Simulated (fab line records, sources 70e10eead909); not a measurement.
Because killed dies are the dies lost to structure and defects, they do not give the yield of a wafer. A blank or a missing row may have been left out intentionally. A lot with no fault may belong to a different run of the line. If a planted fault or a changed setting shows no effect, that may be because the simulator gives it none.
Which tool is to blame? | flow nandHarc | 13 lots with 39 wafers sampled at 4 steps, on a route of 1159 steps

WHAT THE GAUGES READ, wafer by wafer
The record holds no reading of a measuring or inspecting step that can be judged against a usual standard deviation.

WHAT TOOL EACH LOT RAN ON (gives the tool, then ch and the chambers of the sampled wafers, and finally the start)
lot  | NHARC_A_BONDPAD_DEP_00                     | NHARC_A_BONDPAD_CMP_29        | NHARC_THIN_TSV_DEGAS_49     | NHARC_THIN_TSV_ETCH_59
L133 | pecvd-02 ch 0,1,2, day 18 02:00            | cmp-01 ch 1,2,3, day 18 02:25 | pvdSputter-03, day 19 02:31 | rieMetal-01 ch 0,1, day 19 06:02
L137 | pecvd-03 ch 0,1,2, day 18 02:52 or earlier | cmp-02 ch 0,2,3, day 18 02:52 | pvdSputter-03, day 19 03:51 | rieMetal-02 ch 1, day 19 07:31
L135 | pecvd-02 ch 1,2, day 18 09:11              | cmp-01 ch 0,2,3, day 18 09:37 | pvdSputter-03, day 19 06:08 | rieMetal-02 ch 1, day 19 09:46
L138 | pecvd-02 ch 0,1, day 18 15:38              | cmp-04 ch 0,1,3, day 18 16:05 | pvdSputter-01, day 19 14:26 | rieMetal-02 ch 1, day 19 17:56
L136 | pecvd-01 ch 0,2, day 19 01:06 or earlier   | cmp-01 ch 1,2,3, day 19 01:06 | pvdSputter-01, day 19 21:01 | rieMetal-02 ch 1, day 20 00:49
L140 | pecvd-02 ch 0,2, day 20 03:02              | cmp-01 ch 0,1,3, day 20 03:26 | pvdSputter-01, day 21 03:32 | rieMetal-02 ch 0,1, day 21 06:54
L141 | pecvd-02 ch 0,1, day 20 03:32              | cmp-01 ch 0,1, day 20 03:52   | pvdSputter-03, day 21 02:35 | rieMetal-01 ch 0,1, day 21 06:05
L139 | pecvd-01 ch 0,1,2, day 20 05:57 or earlier | cmp-01 ch 0,2,3, day 20 05:57 | pvdSputter-02, day 21 05:56 | rieMetal-02 ch 0,1, day 21 09:27
L146 | pecvd-02 ch 0,1,2, day 20 16:03            | cmp-01 ch 0,1,2, day 20 16:29 | pvdSputter-03, day 21 13:13 | rieMetal-01 ch 0,1, day 21 16:33
L150 | pecvd-01 ch 0,1,2, day 22 14:04            | cmp-04 ch 0,1, day 22 14:30   | pvdSputter-03, day 23 11:28 | rieMetal-03 ch 0,1, day 23 14:55
L151 | pecvd-01 ch 0,1, day 22 22:47 or earlier   | cmp-02 ch 0,1,3, day 22 22:47 | pvdSputter-03, day 23 20:02 | rieMetal-03 ch 0,1, day 23 23:31
L152 | pecvd-03 ch 0,2, day 23 04:38              | cmp-02 ch 1,2,3, day 23 05:05 | pvdSputter-02, day 23 23:54 | rieMetal-02 ch 0,1, day 24 03:18
L155 | pecvd-03 ch 0,1,2, day 24 05:05            | cmp-02 ch 0,1,2, day 24 05:30 | pvdSputter-01, day 25 00:28 | rieMetal-02 ch 0,1, day 25 04:26
- NHARC_A_BONDPAD_DEP_00: deposits SiCN, target thk 250 nm.
- NHARC_A_BONDPAD_CMP_29: polishes SiCN, target thk 200 nm.
- NHARC_THIN_TSV_DEGAS_49: time 120 s.
- NHARC_THIN_TSV_ETCH_59: etches the open film in Cl2/BCl3, target depth 880 nm, time 138.1 s.

WHAT THE TOOLS THEMSELVES READ (means of the sampled wafers that have a number; where no wafer has one, the mark that the record gives instead)
NHARC_A_BONDPAD_DEP_00. Usual: heaterPowerW reads 590 W (standard deviation 72).
lot  | tool     | heaterPowerW (W) | flag
L133 | pecvd-02 | 616              | 
L137 | pecvd-03 | 605              | 
L135 | pecvd-02 | 529              | 
L138 | pecvd-02 | 668              | 
L136 | pecvd-01 | 541              | 
L140 | pecvd-02 | 644              | 
L141 | pecvd-02 | 633              | 
L139 | pecvd-01 | 548              | 
L146 | pecvd-02 | 629              | 
L150 | pecvd-01 | 592              | 
L151 | pecvd-01 | 565              | 
L152 | pecvd-03 | 614              | 
L155 | pecvd-03 | 585              | 

NHARC_A_BONDPAD_CMP_29. Usual: motorCurrentA 12.6 A, standard deviation 1.2; slurryFlowMlMin 149.9, standard deviation 0.45.
lot  | tool   | motorCurrentA (A) | slurryFlowMlMin | flag
L133 | cmp-01 | 13.2              | 149.7           | 
L137 | cmp-02 | 12.7              | 149.9           | 
L135 | cmp-01 | 13.0              | 149.8           | 
L138 | cmp-04 | 11.1              | 149.8           | 
L136 | cmp-01 | 13.6              | 150.1           | 
L140 | cmp-01 | 13.9              | 149.8           | 
L141 | cmp-01 | 13.4              | 150.2           | 
L139 | cmp-01 | 13.0              | 150.3           | 
L146 | cmp-01 | 13.3              | 150.3           | 
L150 | cmp-04 | 11.5              | 149.9           | 
L151 | cmp-02 | 12.1              | 149.6           | 
L152 | cmp-02 | 12.6              | 149.9           | 
L155 | cmp-02 | 12.5              | 150.1           | 

NHARC_THIN_TSV_DEGAS_49. Usual: heaterPowerW reads 484 W (standard deviation 34).
lot  | tool          | heaterPowerW (W) | flag
L133 | pvdSputter-03 | 511              | 
L137 | pvdSputter-03 | 489              | 
L135 | pvdSputter-03 | 504              | 
L138 | pvdSputter-01 | 491              | 
L136 | pvdSputter-01 | 480              | 
L140 | pvdSputter-01 | 476              | 
L141 | pvdSputter-03 | 529              | 
L139 | pvdSputter-02 | 474              | 
L146 | pvdSputter-03 | 520              | 
L150 | pvdSputter-03 | 509              | 
L151 | pvdSputter-03 | 516              | 
L152 | pvdSputter-02 | 426              | 
L155 | pvdSputter-01 | 475              | 

NHARC_THIN_TSV_ETCH_59. Usual: drypumpMotorCurrentA 5.6 A, standard deviation 0.4; oesProductAu 1.007 a.u., standard deviation 0.0099; throttleValvePct 22.264 %, standard deviation 0.0089.
lot  | tool        | drypumpMotorCurrentA (A) | oesProductAu (a.u.) | throttleValvePct (%) | flag
L133 | rieMetal-01 | 5.5                      | 1.004               | 22.269               | 
L137 | rieMetal-02 | 5.9                      | 1.007               | 22.265               | 
L135 | rieMetal-02 | 5.9                      | 1.005               | 22.268               | 
L138 | rieMetal-02 | 5.9                      | 1.005               | 22.257               | 
L136 | rieMetal-02 | 5.9                      | 1.004               | 22.262               | 
L140 | rieMetal-02 | 5.2                      | 1.004               | 22.261               | 
L141 | rieMetal-01 | 5.5                      | 1.004               | 22.260               | 
L139 | rieMetal-02 | 5.2                      | 1.003               | 22.258               | 
L146 | rieMetal-01 | 5.6                      | 0.985               | 22.266               | 
L150 | rieMetal-03 | 6.1                      | 1.015               | 22.265               | 
L151 | rieMetal-03 | 5.9                      | 1.024               | 22.257               | 
L152 | rieMetal-02 | 5.5                      | 1.007               | 22.258               | 
L155 | rieMetal-02 | 5.2                      | 1.001               | 22.272               | 

THE ANSWER, worked out from the rows above alone
Rule: a lot is off if the mean of its wafers that have a number lies more than 3 standard deviations from the usual mean. A lot without any number at a reading at which 4 lots or more have one is off too. The other lots that the step has rows for count as sound. After the gauges, taken in route order, come the tools' own readings; for these a lot's mean is taken, as printed above. At the first step where some lot is off, the reading lying furthest off is the one used; lots without a number count as furthest.
Nothing can be told from this: no lot is off at any reading shown.

WHAT THE SIMULATOR PUT IN
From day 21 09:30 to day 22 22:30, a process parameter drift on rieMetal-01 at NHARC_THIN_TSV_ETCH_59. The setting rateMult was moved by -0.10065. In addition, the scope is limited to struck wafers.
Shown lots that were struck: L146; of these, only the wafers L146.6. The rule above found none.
